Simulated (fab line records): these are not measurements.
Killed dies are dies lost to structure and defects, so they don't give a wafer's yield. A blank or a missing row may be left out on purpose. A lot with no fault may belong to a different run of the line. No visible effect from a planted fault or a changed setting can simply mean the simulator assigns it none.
Commonality check across tools	flow nandHarc	Sample size 14 lots and 42 wafers

== WHAT PROMPTED THE OPENING ==
On 2 of the 14 lots, a flag is raised at NHARC_P_M1_CD_MEAS_09 on the reading cdNm. Wafers without a fault read 130.0 nm, standard deviation 0.68.
Rule: a lot gets a flag if all its wafers with a number sit over 4 standard deviations from that mean, or if no wafer of it has a number. The rest of the lots are taken to be sound.

lot	measured	on	cdNm (nm), wafer by wafer	flag
L649	day 6 09:29	cdSem-03	129.9 129.5 129.4	
L651	day 7 06:07	cdSem-02	130.3 129.8 130.1	
L652	day 7 07:47	cdSem-03	130.2 130.5 129.5	
L653	day 7 17:33	cdSem-03	128.9 129.8 130.2	
L654	day 8 09:37	cdSem-03	129.1 129.1 129.2	
L655	day 8 17:02	cdSem-01	130.8 131.1 131.2	
L656	day 8 23:38	cdSem-01	129.9 130.4 130.5	
L658	day 9 17:47	cdSem-01	129.6 129.5 130.3	
L659	day 10 05:49	cdSem-03	131.2 130.8 130.1	
L661	day 11 03:54	cdSem-01	130.5 131.2 131.3	
L664	day 12 07:53	cdSem-03	167.2 167.1 166.6	FLAGGED
L663	day 12 08:38	cdSem-01	129.8 129.3 130.4	
L665	day 12 18:05	cdSem-02	165.5 166.3 166.1	FLAGGED
L667	day 13 17:55	cdSem-02	129.8 129.2 128.6	
On average the flagged lots' numbers are 166.5 nm, which is +36.5 nm against the usual, or +54 standard deviations.

== TOOL THAT RAN EACH LOT ==
Before the reading, the record contains 2 process steps out of a 1302-step route. Cell contents, in order: the tool; ch with the chambers the sampled wafers went through; the start.
lot	flag	NHARC_P_M0_PVD_21	NHARC_P_M1_PEB_07
L649		pvdSputter-01, day 6 09:25 or earlier	lithoTrack-06 ch 0, day 6 09:25
L651		pvdSputter-03, day 7 06:02 or earlier	lithoTrack-01 ch 0, day 7 06:02
L652		pvdSputter-02, day 7 07:41 or earlier	lithoTrack-04 ch 0, day 7 07:41
L653		pvdSputter-03, day 7 17:28 or earlier	lithoTrack-06 ch 0, day 7 17:28
L654		pvdSputter-01, day 8 09:32 or earlier	lithoTrack-06 ch 0, day 8 09:32
L655		pvdSputter-02, day 8 16:58 or earlier	lithoTrack-01 ch 0, day 8 16:58
L656		pvdSputter-01, day 8 23:33 or earlier	lithoTrack-01 ch 0, day 8 23:33
L658		pvdSputter-02, day 9 17:42 or earlier	lithoTrack-01 ch 0, day 9 17:42
L659		pvdSputter-03, day 10 05:44 or earlier	lithoTrack-01 ch 0, day 10 05:44
L661		pvdSputter-02, day 11 03:49 or earlier	lithoTrack-01 ch 0, day 11 03:49
L664	FLAGGED	pvdSputter-03, day 12 07:49 or earlier	lithoTrack-01 ch 0, day 12 07:49
L663		pvdSputter-01, day 12 08:34 or earlier	lithoTrack-06 ch 0, day 12 08:34
L665	FLAGGED	pvdSputter-02, day 12 18:00 or earlier	lithoTrack-01 ch 0, day 12 18:00
L667		pvdSputter-01, day 13 15:13	lithoTrack-04 ch 0, day 13 17:50
What is done by these steps:
- NHARC_P_M0_PVD_21: deposits Cu, target thk 30 nm, time 20.49 s.
- NHARC_P_M1_PEB_07: peb time 65 s.
- NHARC_P_M1_CD_MEAS_09: target cd 130 nm.

== FLAGGED OVER TOTAL, TOOL BY TOOL (the gauges that took the reading come last) ==
step	tool	lots run	flagged	share of the flagged lots	sound lots run after its first flagged lot
NHARC_P_M0_PVD_21	pvdSputter-01	5	0	none	-
NHARC_P_M0_PVD_21	pvdSputter-02	5	1	some	0
NHARC_P_M0_PVD_21	pvdSputter-03	4	1	some	0
NHARC_P_M1_PEB_07	lithoTrack-01	8	2	all	0
NHARC_P_M1_PEB_07	lithoTrack-04	2	0	none	-
NHARC_P_M1_PEB_07	lithoTrack-06	4	0	none	-
NHARC_P_M1_CD_MEAS_09	cdSem-01	5	0	none	-
NHARC_P_M1_CD_MEAS_09	cdSem-02	3	1	some	1 (L667)
NHARC_P_M1_CD_MEAS_09	cdSem-03	6	1	some	0
Because NHARC_P_M0_PVD_21 lacks a start for some lots, the hours and order of its lots are taken from NHARC_P_M1_PEB_07.

== THE TABLE: WHAT IT ALLOWS ==
Rows of the table that ran each flagged lot: 1, that is lithoTrack-01 at NHARC_P_M1_PEB_07.
- lithoTrack-01 at NHARC_P_M1_PEB_07 ran 8 lots, 2 of them flagged. A fault beginning between L661 (day 11 03:49), its last sound lot, and L664 (day 12 07:49), its first flagged one, fits the data. Its own readings (heaterPowerTotalW, plateTempC) fall more than 4 standard deviations out on all wafers of the flagged lots.
lithoTrack-01 at NHARC_P_M1_PEB_07 is the single tool remaining.

== WHAT THE SIMULATOR PUT IN ==
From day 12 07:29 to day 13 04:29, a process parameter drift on lithoTrack-01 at NHARC_P_M1_PEB_07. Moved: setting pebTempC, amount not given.
Lots struck among those shown: L664, L665. This agrees with what the rule above found.
